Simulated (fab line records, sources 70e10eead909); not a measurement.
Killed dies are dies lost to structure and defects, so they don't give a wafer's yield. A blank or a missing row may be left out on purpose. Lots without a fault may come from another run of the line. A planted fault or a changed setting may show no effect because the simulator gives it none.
Chamber matching | flow nand_harc | NHARC_A_CONTACT_ETCH_110 on rie_diel-09: 4 sister chambers
The step etches the open film in CF4/O2, target depth 60 nm, overetch 6 nm, time 33 s. 36 wafers are shown with their chamber, then 12 later ones without.

WAFERS WITH THEIR CHAMBER
wafer  | chamber | showerhead_plenum_p_Torr (Torr) | drypump_motor_current_A (A) | rf_vpp_V (V)
L075.1 | 3       | 1.41                            | 5.8                         | 199.0
L075.2 | 2       | 1.26                            | 5.8                         | 196.4
L075.4 | 0       | 1.27                            | 5.5                         | 197.0
L074.3 | 3       | 1.41                            | 5.9                         | 199.9
L074.4 | 2       | 1.26                            | 5.9                         | 197.0
L074.6 | 2       | 1.26                            | 5.8                         | 196.0
L076.1 | 2       | 1.26                            | 5.9                         | 196.3
L076.4 | 0       | 1.27                            | 5.6                         | 196.6
L076.6 | 3       | 1.41                            | 5.9                         | 198.5
L077.1 | 3       | 1.41                            | 5.8                         | 198.5
L077.3 | 2       | 1.26                            | 5.8                         | 196.1
L077.5 | 0       | 1.27                            | 5.6                         | 197.2
L078.2 | 3       | 1.41                            | 5.9                         | 200.0
L078.3 | 1       | 1.30                            | 6.4                         | 196.1
L078.4 | 2       | 1.26                            | 5.9                         | 197.1
L080.3 | 1       | 1.30                            | 6.4                         | 195.8
L080.4 | 3       | 1.41                            | 5.8                         | 199.2
L080.5 | 2       | 1.26                            | 5.9                         | 195.7
L084.1 | 2       | 1.25                            | 5.8                         | 196.7
L084.3 | 3       | 1.41                            | 5.9                         | 198.4
L084.6 | 2       | 1.25                            | 5.9                         | 197.3
L088.2 | 0       | 1.27                            | 5.6                         | 195.7
L088.4 | 3       | 1.40                            | 5.8                         | 199.4
L088.5 | 1       | 1.30                            | 6.4                         | 198.4
L089.2 | 2       | 1.25                            | 5.8                         | 195.7
L089.3 | 0       | 1.27                            | 5.6                         | 197.6
L089.4 | 3       | 1.40                            | 5.9                         | 198.8
L090.2 | 3       | 1.40                            | 5.8                         | 199.3
L090.3 | 1       | 1.30                            | 6.4                         | 197.4
L090.4 | 2       | 1.25                            | 5.8                         | 197.5
L091.2 | 3       | 1.40                            | 5.8                         | 199.2
L091.4 | 0       | 1.27                            | 5.6                         | 196.8
L091.5 | 3       | 1.40                            | 5.8                         | 197.7
L092.1 | 1       | 1.29                            | 6.4                         | 197.4
L092.3 | 2       | 1.25                            | 5.9                         | 195.8
L092.6 | 0       | 1.27                            | 5.5                         | 197.0

SIGNATURES (means of the wafers above)
reading                  | chamber 0 | chamber 1 | chamber 2 | chamber 3 | scatter within a chamber
showerhead_plenum_p_Torr | 1.2700    | 1.2980    | 1.2558    | 1.4058    | 0.00455
drypump_motor_current_A  | 5.571     | 6.400     | 5.850     | 5.842     | 0.0479
rf_vpp_V                 | 196.843   | 197.020   | 196.467   | 198.992   | 0.704
Rule: a wafer's distance from a chamber is the root of the sum, over the readings, of the square of ((its reading less the chamber's mean) divided by the reading's scatter). The wafer belongs to the nearest chamber; if the next one is less than 2 further off, it can't be placed. The scatter: the root of (the sum of the squares of (reading less its chamber's mean) over the shown wafers, divided by (wafers less chambers)).

WAFERS WITHOUT THEIR CHAMBER
wafer  | showerhead_plenum_p_Torr (Torr) | drypump_motor_current_A (A) | rf_vpp_V (V)
L093.1 | 1.25                            | 5.8                         | 196.7
L093.4 | 1.29                            | 6.5                         | 196.1
L093.6 | 1.27                            | 5.6                         | 195.7
L094.1 | 1.25                            | 5.9                         | 196.2
L094.2 | 1.27                            | 5.5                         | 195.8
L094.4 | 1.40                            | 5.9                         | 200.4
L095.1 | 1.29                            | 6.4                         | 196.6
L095.3 | 1.27                            | 5.5                         | 197.5
L095.5 | 1.29                            | 6.5                         | 198.9
L096.2 | 1.25                            | 5.8                         | 195.4
L096.5 | 1.29                            | 6.4                         | 197.0
L096.6 | 1.25                            | 5.8                         | 196.8

WHICH CHAMBER EACH WENT THROUGH
wafer  | from the rows above | in truth
L093.1 | 2                   | 2
L093.4 | 1                   | 1
L093.6 | 0                   | 0
L094.1 | 2                   | 2
L094.2 | 0                   | 0
L094.4 | 3                   | 3
L095.1 | 1                   | 1
L095.3 | 0                   | 0
L095.5 | 1                   | 1
L096.2 | 2                   | 2
L096.5 | 1                   | 1
L096.6 | 2                   | 2
Placed correctly: 12 of 12. Can't be placed from these rows: 0. Placed wrongly: 0.
